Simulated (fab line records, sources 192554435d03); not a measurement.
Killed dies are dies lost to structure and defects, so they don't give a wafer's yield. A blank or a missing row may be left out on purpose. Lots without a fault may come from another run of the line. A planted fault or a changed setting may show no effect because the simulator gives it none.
fab line records | flow n5_finfet
record lots=7 wafers=20 last_day=18
route steps=1938 shown MIM_TOP_LITHO@1847 MIM_TOP_ETCH@1851 MIM_BOT_LITHO@1854 PASSIVATION@1936
lots that met no fault: from a run of the same line without faults
start_h: hours from the record's first day to the start of the lot's first wafer shown | wait_h: hours since the lot's step before | " the same as in the row above | L1.1+2: a row that stands for several wafers | - no value, or no start given | * or withheld: withheld | < > ~ a bound
route shown NAME@n: a module of which the file shows steps, and the number in the route of the first | usual: mean/standard deviation of fault-free wafers | same: alike in all rows | chamber/n: place in a boat | sites: the reading at each site | _std_site: their standard deviation | _edge_site: outer sites' mean less inner sites' | radius_mm: how far each site lies from the wafer's centre | mask NAME#n: copy n | behind: the tool/chamber that last shaped the wafer | hold: why the lot was held/for how many hours/how that ended | device: the transistor (n, p or np) that didn't switch | end of line: the same wafers' tests at the end of the route | a step without rows: its recipe alone | killed: dies lost to structure and defects at the first sort, not the wafer's yield | map: a wafer's dies, x killed, . not, _ none there
set.NAME: the setting as run; set.NAME@STEP: as run at that earlier step | model.NAME: the simulator's own value behind a step, which no gauge read
lots at some steps of the route; a table a step, a row a wafer
services: from which hour (start_h, from the record's first day; less than 0 if before it) a tool's chamber was out of use, for how many hours, and why
## steps
# step N5_MIM_TOP_LITHO_CD_MEAS_08
# recipe target_cd_nm=2000 landing_energy_ev=500 detector=se_inlens
# usual cd_nm=1998.5/1.9
# columns lot.wafer tool chamber start_h wait_h cd_nm
L242.1 cd_sem-02 0 255.98 - 1997.2
L242.3 " 0 " " 2002.0
L242.5 " 0 " " 2002.3
L243.2 cd_sem-03 0 280.72 - 1996.5
L243.3 " 0 " " 1996.5
L243.5 " 0 " " 1995.4
L244.1 cd_sem-02 0 287.61 - 2000.5
L244.2 " 0 " " 1999.1
L244.4 " 0 " " 1999.4
L247.2 cd_sem-01 0 316.01 - 1995.7
L247.6 " 0 " " 1996.6
L249.1 cd_sem-02 0 324.47 - 1997.3
L249.2 " 0 " " 1997.1
L249.4 " 0 " " 1997.8
L261.1 cd_sem-02 0 386.44 - 1999.2
L261.4 " 0 " " 1998.6
L261.6 " 0 " " 1996.6
L264.3 cd_sem-01 0 426.01 - 2002.0
L264.4 " 0 " " 1999.3
L264.6 " 0 " " 1996.6
# step N5_MIM_TOP_LITHO_OVL_MEAS_11
# recipe points_per_wafer=44
# usual MIM_TOP_OVL=1/6.1
# columns lot.wafer tool chamber start_h wait_h MIM_TOP_OVL[nm]
L242.1 overlay-02 0 256.01 0.0 -5
L242.3 " 0 " " -8
L242.5 " 0 " " -10
L243.2 overlay-02 0 280.75 0.0 -4
L243.3 " 0 " " -12
L243.5 " 0 " " -13
L244.1 overlay-01 0 287.64 0.0 0
L244.2 " 0 " " -1
L244.4 " 0 " " -7
L247.2 overlay-01 0 316.04 0.0 2
L247.6 " 0 " " 5
L249.1 overlay-01 0 324.50 0.0 5
L249.2 " 0 " " 12
L249.4 " 0 " " 8
L261.1 overlay-01 0 386.47 0.0 6
L261.4 " 0 " " 2
L261.6 " 0 " " 2
L264.3 overlay-02 0 426.04 0.0 2
L264.4 " 0 " " 8
L264.6 " 0 " " 4
# step N5_MIM_TOP_LITHO_INSPECT_12
# recipe mode=adi inspect_instrument=macro
# usual raw_defect_count=1.9/1.3
# columns lot.wafer tool chamber start_h wait_h raw_defect_count
L242.1 defect_inspect-01 - 256.03 0.0 5
L242.3 " - " " 1
L242.5 " - " " 1
L243.2 defect_inspect-02 - 280.77 0.0 2
L243.3 " - " " 1
L243.5 " - " " 6
L244.1 defect_inspect-01 - 287.66 0.0 1
L244.2 " - " " 3
L244.4 " - " " 1
L247.2 defect_inspect-01 - 316.07 0.0 2
L247.6 " - " " 1
L249.1 defect_inspect-01 - 324.52 0.0 2
L249.2 " - " " 3
L249.4 " - " " 3
L261.1 defect_inspect-01 - 386.50 0.0 1
L261.4 " - " " 0
L261.6 " - " " 2
L264.3 defect_inspect-01 - 426.06 0.0 5
L264.4 " - " " 1
L264.6 " - " " 2
# step N5_MIM_TOP_LITHO_DESCUM_10
# recipe chemistry=O2 time_s=7.9 source_power_w=50 bias_power_w=20 pressure_mtorr=20 rf_frequency_hz=2.712e+07 temp_c=40 o2_flow_sccm=225
# usual drypump_motor_current_A=5.6/0.56 oes_product_au=0.82/0.083 rf_vpp_V=243.3/1.5 showerhead_plenum_p_Torr=2.09/0.077 throttle_valve_pct=20.34/0.25
# columns lot.wafer tool chamber start_h wait_h drypump_motor_current_A oes_product_au rf_hours_counter_h rf_vpp_V showerhead_plenum_p_Torr throttle_valve_pct
L242.1 rie_diel-01 0 256.07 0.0 4.9 0.79 137 241.1 2.02 20.66
L242.3 " 1 " " 5.1 0.71 190 241.9 2.06 20.33
L242.5 " 1 " " 5.1 0.71 - 241.6 2.06 20.33
L243.2 rie_diel-06 3 280.80 0.0 5.5 0.93 5 245.5 2.22 20.36
L243.3 " 2 " " 6.6 0.94 28 246.1 2.22 20.11
L243.5 " 2 " " 6.6 0.95 - 247.1 2.22 20.11
L244.1 rie_diel-06 3 287.91 0.3 5.5 0.92 7 246.4 2.22 20.35
L244.2 " 1 " " 4.9 0.73 199 242.4 2.00 20.91
L244.4 " 0 " " 5.6 0.74 198 242.6 2.08 20.43
L247.2 rie_diel-05 0 316.23 0.2 6.1 0.83 85 242.8 2.04 20.21
L247.6 " 2 " " 5.5 0.90 - 243.3 2.13 20.06
L249.1 rie_diel-05 1 324.99 0.5 5.8 0.91 29 241.7 2.05 20.16
L249.2 " 0 " " 6.1 0.82 89 242.2 2.04 20.22
L249.4 " 0 " " 6.1 0.82 - 241.5 2.04 20.20
L261.1 rie_diel-06 1 386.53 0.0 4.9 0.70 227 240.4 1.99 20.95
L261.4 " 0 " " 5.6 0.72 230 242.3 2.06 20.48
L261.6 " 0 " " 5.6 0.71 - 241.2 2.07 20.49
L264.3 rie_diel-06 1 426.09 0.0 4.8 0.69 240 242.5 1.99 20.99
L264.4 " 3 " " 5.5 0.83 52 246.1 2.20 20.43
L264.6 " 1 " " 4.9 0.70 - 241.6 1.99 20.96
# step N5_MIM_TOP_ETCH_ETCH_00
# recipe chemistry=Cl2/BCl3 target=TiN target_depth_a=385 ion_energy_ev=150 pressure_mtorr=10 icp_w=1000 bias_w=126 Cl2_flow_sccm=53.25 bcl3_flow_sccm=21.75 Ar_flow_sccm=25
# usual drypump_motor_current_A=6.1/0.3 oes_product_au=0.81/0.068 throttle_valve_pct=22.67/0.22
# columns lot.wafer tool chamber start_h wait_h drypump_motor_current_A oes_product_au rf_hours_counter_h throttle_valve_pct
L242.1 rie_metal-02 0 256.15 0.1 6.1 0.85 16 22.72
L242.3 " 1 " " 6.2 0.87 - 22.95
L242.5 " 1 " " 6.2 0.87 - 22.97
L243.2 rie_metal-03 0 280.93 0.1 6.3 0.77 - 22.67
L243.3 " 0 " " 6.3 0.78 - 22.66
L243.5 " 0 " " 6.3 0.78 - 22.67
L244.1 rie_metal-03 0 288.00 0.1 6.3 0.78 46 22.65
L244.2 " 1 " " 6.0 0.98 0 22.38
L244.4 " 1 " " 6.1 0.99 - 22.36
L247.2 rie_metal-02 0 316.32 0.1 6.1 0.83 21 22.73
L247.6 " 0 " " 6.1 0.83 - 22.73
L249.1 rie_metal-02 0 325.08 0.1 6.1 0.82 22 22.72
L249.2 " 1 " " 6.2 0.84 18 22.96
L249.4 " 0 " " 6.1 0.83 - 22.72
L261.1 rie_metal-02 0 386.62 0.1 6.1 0.80 29 22.73
L261.4 " 0 " " 6.1 0.80 - 22.73
L261.6 " 1 " " 6.2 0.82 - 23.00
L264.3 rie_metal-03 1 426.22 0.1 6.1 0.90 - 22.40
L264.4 " 0 " " 6.3 0.75 - 22.68
L264.6 " 0 " " 6.3 0.75 - 22.67
# step N5_MIM_TOP_ETCH_STRIP_01
# recipe chemistry=O2 power_w=600 temp_c=60 pressure_mtorr=30 rf_frequency_hz=6e+07 bias_power_w=0 overash_fraction=0.5 o2_flow_sccm=225
# usual drypump_motor_current_A=5.8/0.4 oes_product_au=0.80/0.093 rf_vpp_V=3.8/1.3 showerhead_plenum_p_Torr=2.09/0.081 throttle_valve_pct=16.64/0.25
# columns lot.wafer tool chamber start_h wait_h drypump_motor_current_A oes_product_au rf_hours_counter_h rf_vpp_V showerhead_plenum_p_Torr throttle_valve_pct
L242.1 rie_diel-04 2 256.32 0.1 5.8 0.74 188 0.7 2.06 16.61
L242.3 " 3 " " 6.3 0.84 73 3.4 2.23 16.78
L242.5 " 0 " " 5.5 0.69 - 3.3 1.97 16.87
L243.2 rie_diel-03 1 281.15 0.2 5.7 0.75 172 2.9 2.08 16.50
L243.3 " 3 " " 5.5 0.69 213 2.9 2.17 16.77
L243.5 " 1 " " 5.7 0.74 - 2.3 2.08 16.51
L244.1 rie_diel-04 3 288.14 0.1 6.3 0.81 81 1.4 2.23 16.77
L244.2 " 2 " " 5.8 0.72 196 2.5 2.06 16.64
L244.4 " 1 " " 5.2 0.92 - 3.5 2.16 16.43
L247.2 rie_diel-04 1 316.62 0.3 5.2 0.93 19 2.3 2.15 16.40
L247.6 " 1 " " 5.2 0.91 - 2.5 2.15 16.43
L249.1 rie_diel-02 2 325.22 0.1 5.8 0.73 189 3.9 2.08 17.00
L249.2 " 1 " " 6.3 0.90 33 5.7 2.02 16.23
L249.4 " 1 " " 6.4 0.91 - 5.5 2.02 16.26
L261.1 rie_diel-03 1 386.76 0.1 5.7 0.72 202 3.6 2.07 16.56
L261.4 " 3 " " 5.5 0.67 243 2.0 2.15 16.82
L261.6 " 3 " " 5.5 0.67 - 2.5 2.15 16.82
L264.3 rie_diel-03 0 426.32 0.1 5.9 0.79 121 6.1 2.00 16.49
L264.4 " 0 " " 5.9 0.78 - 5.1 2.00 16.49
L264.6 " 1 " " 5.7 0.72 - 3.8 2.07 16.59
# step N5_MIM_TOP_ETCH_PECVD_03
# recipe material=SiNx target_thk_a=200 temp_c=400 precursor=SiH4/NH3/N2 pressure_torr=1.5 rf_w=300 time_s=17.6
# usual heater_power_w=849/110 showerhead_plenum_p_Torr=5.13/0.079 throttle_valve_pct=40.3/2.4
# columns lot.wafer tool chamber start_h wait_h heater_power_w showerhead_plenum_p_Torr throttle_valve_pct
L242.1 pecvd-01 1 256.39 - 963 5.13 36.2
L242.3 " 2 " " 740 5.03 37.9
L242.5 " 0 " " 837 5.11 42.4
L243.2 pecvd-02 1 281.21 - 789 5.29 40.2
L243.3 " 1 " " 783 5.29 40.2
L243.5 " 1 " " 802 5.28 40.3
L244.1 pecvd-04 1 288.20 - 881 5.20 44.4
L244.2 " 0 " " 896 5.16 42.1
L244.4 " 2 " " 903 5.08 38.1
L247.2 pecvd-02 2 316.68 - 710 5.03 38.6
L247.6 " 2 " " 703 5.02 38.6
L249.1 pecvd-02 1 325.28 - 790 5.29 40.4
L249.2 " 2 " " 725 5.05 38.7
L249.4 " 1 " " 777 5.30 40.4
L261.1 pecvd-01 2 386.82 - 736 5.03 38.4
L261.4 " 2 " " 735 5.04 38.4
L261.6 " 1 " " 1031 5.11 36.4
L264.3 pecvd-04 2 426.38 - 912 5.11 38.5
L264.4 " 1 " " 935 5.19 44.4
L264.6 " 0 " " 857 5.17 42.2
# step N5_MIM_BOT_LITHO_HMDS_01
# recipe time_s=60 temp_c=120
# step N5_MIM_BOT_LITHO_COAT_02
# recipe spin_rpm=* resist_thk_nm=*
# step N5_MIM_BOT_LITHO_EBR_04
# recipe solvent=PGMEA ebr_width_mm=1.5
# step N5_MIM_BOT_LITHO_SOFTBAKE_03
# recipe temp_c=100 time_s=90
# step N5_MIM_BOT_LITHO_EXPOSE_05
# recipe mask_id=MIM_BOT na=0.55 source_shape=conventional sigma_outer=0.8 polarization=unpolarized dose_mj=24.25
# step N5_MIM_BOT_LITHO_PEB_06
# recipe peb_temp_c=withheld peb_time_s=*
# columns lot.wafer tool chamber start_h wait_h
L242.1+3+5 litho_track-02 0 256.62 0.1
L243.2+3+5 litho_track-02 0 281.60 0.0
L244.1+2+4 litho_track-02 0 288.57 0.1
L247.2+6 litho_track-02 0 317.05 0.0
L249.1+2+4 litho_track-02 0 325.52 0.1
L261.1+4+6 litho_track-05 0 387.18 0.1
L264.3+4+6 litho_track-05 0 426.75 0.0
# step N5_MIM_BOT_LITHO_DEVELOP_07
# recipe develop_time_s=60 rinse_liquid=diw dry=air_spin dev_temp_c=21
# step N5_MIM_BOT_LITHO_HARDBAKE_09
# recipe temp_c=130 time_s=120
# step N5_MIM_BOT_LITHO_CD_MEAS_08
# recipe target_cd_nm=3000 landing_energy_ev=500 detector=se_inlens polarity=opening
# usual cd_nm=3000.6/1.6
# columns lot.wafer tool chamber start_h wait_h cd_nm
L242.1 cd_sem-03 0 256.74 - 2998.1
L242.3 " 0 " " 2998.7
L242.5 " 0 " " 2997.5
L243.2 cd_sem-02 0 281.72 - 3001.0
L243.3 " 0 " " 2999.8
L243.5 " 0 " " 3000.4
L244.1 cd_sem-02 0 288.68 - 2998.5
L244.2 " 0 " " 3006.9
L244.4 " 0 " " 3006.4
L247.2 cd_sem-03 0 317.17 - 3008.3
L247.6 " 0 " " 3000.5
L249.1 cd_sem-01 0 325.64 - 2999.2
L249.2 " 0 " " 3007.1
L249.4 " 0 " " 3005.7
L261.1 cd_sem-02 0 387.30 - 3000.3
L261.4 " 0 " " 3001.1
L261.6 " 0 " " 3001.4
L264.3 cd_sem-01 0 426.87 - 3001.7
L264.4 " 0 " " 2998.7
L264.6 " 0 " " 3001.4
# step N5_MIM_BOT_LITHO_OVL_MEAS_11
# recipe points_per_wafer=44
# usual MIM_BOT_OVL=3/6.2
# columns lot.wafer tool chamber start_h wait_h MIM_BOT_OVL[nm]
L242.1 overlay-02 0 256.77 0.0 7
L242.3 " 0 " " 12
L242.5 " 0 " " 10
L243.2 overlay-01 0 281.75 0.0 0
L243.3 " 0 " " 5
L243.5 " 0 " " 6
L244.1 overlay-02 0 288.72 0.0 8
L244.2 " 0 " " 7
L244.4 " 0 " " 8
L247.2 overlay-01 0 317.20 0.0 2
L247.6 " 0 " " -5
L249.1 overlay-01 0 325.67 0.0 10
L249.2 " 0 " " 10
L249.4 " 0 " " 9
L261.1 overlay-01 0 387.33 0.0 9
L261.4 " 0 " " 6
L261.6 " 0 " " 9
L264.3 overlay-01 0 426.90 0.0 9
L264.4 " 0 " " 7
L264.6 " 0 " " 5
# step N5_PASSIVATION_PROBE_49
# usual defect_limited_yield=91.2/1.4 killed_at_M0_to_M3=35/11 killed_at_M4_up=14/5.6 killed_at_contacts=12/5.6 killed_at_front_end=38/11 killed_at_other=4/3.4 killed_dies=103/17 killed_open=68/12 killed_short=33/8.8 sort_bin_5_function=5.1/0.89 sort_bin_6_memory=3.3/0.71 sort_n_pass=1077/17 sort_yield_pct=91.2/1.4
# same gross_dies=1180 killed_at_back_side=0 sort_bin_4_leakage[%]=0 sort_bin_8_speed[%]=0
# columns lot.wafer tool chamber start_h wait_h defect_limited_yield[%] killed_at_M0_to_M3 killed_at_M4_up killed_at_contacts killed_at_front_end killed_at_other killed_dies killed_open killed_short sort_bin_5_function[%] sort_bin_6_memory[%] sort_n_pass sort_yield_pct[%]
L249.1 prober-02 - 334.67 0.0 91.0 36 19 16 35 0 106 70 31 5.2 3.5 1074 91.0
L249.2 prober-02 - 334.72 0.1 92.4 33 11 8 33 5 90 57 29 4.4 2.9 1090 92.4
L249.4 prober-02 - 334.82 0.2 92.1 19 16 12 40 6 93 61 30 4.8 3.0 1087 92.1
# killed by level:class
L249.1 MOL_CONTACT_COAG:geometric_particle:open=13 BEOL_M2:geometric_particle:open=13 STI_FIN_REVEAL:geometric_particle:open=8 FIN_SAQP:geometric_particle:open=6 BEOL_M1:geometric_particle:open=6 BEOL_M4:geometric_particle:open=6 BEOL_M0_SAQP:geometric_particle:short=5 BEOL_M4:geometric_particle:short=5
L249.2 BEOL_M1:geometric_particle:open=12 MOL_CONTACT_COAG:geometric_particle:open=7 STI_FIN_REVEAL:geometric_particle:open=6 DUMMY_GATE:geometric_particle:open=5 GATE_CUT:geometric_particle:open=5 BEOL_M3:geometric_particle:open=5 BEOL_M0_SAQP:geometric_particle:short=4 BEOL_M0_SAQP:geometric_particle:open=4
L249.4 STI_FIN_REVEAL:geometric_particle:open=12 FIN_SAQP:geometric_particle:open=9 BEOL_M4:geometric_particle:open=9 MOL_CONTACT_COAG:geometric_particle:open=7 MOL_CONTACT_COAG:geometric_particle:short=5 BEOL_M3:geometric_particle:open=4 FIN_SAQP:geometric_particle:short=3 BEOL_M0_SAQP:geometric_particle:short=3
## services
# columns tool chamber start_h hours kind
rie_metal-02 - 233.82 14.6 pm
rie_diel-05 - 242.12 2.8 pm
rie_diel-05 0 249.32 13.7 repair
rie_diel-02 1 257.11 6.0 repair
rie_diel-01 1 266.36 5.0 repair
pecvd-02 0 279.07 4.1 repair
rie_diel-04 0 284.54 18.3 repair
pecvd-01 - 293.53 14.6 pm
rie_diel-02 3 293.80 6.4 repair
rie_diel-03 0 318.87 4.7 repair
rie_diel-06 - 323.83 2.8 pm
rie_diel-03 0 325.59 3.4 repair
litho_track-02 - 334.97 - consumable_replace:filter
pecvd-02 - 339.09 14.6 pm
rie_metal-02 - 346.79 0.3 repair
rie_diel-04 1 350.14 7.9 repair
rie_diel-06 1 353.19 3.7 repair
pecvd-02 - 359.09 0.9 repair
rie_diel-01 0 368.40 6.1 repair
rie_diel-04 0 378.54 9.7 repair
rie_metal-02 1 396.95 20.4 repair
pecvd-01 - 406.79 5.5 pm
rie_diel-02 1 412.41 6.0 repair
rie_metal-03 - 414.11 2.8 pm
## key
first_sign step=N5_MIM_BOT_LITHO_CD_MEAS_08 reading=cd_nm direction=up sigmas=3.8 usual=3000.6 struck=3006.9
effect none on later readings
met_at N5_MIM_BOT_LITHO_PEB_06
struck_wafers L244.2,L244.4,L247.2,L249.2,L249.4
onset_between 281.60 288.57
fault kind=process_parameter_drift tool=litho_track-02 chamber=- onset_h=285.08 steps=N5_MIM_BOT_LITHO_PEB_06 channel=peb_time_s offset=* shape=step end_h=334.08 scope=struck_wafers_only acts_in=* stated=*
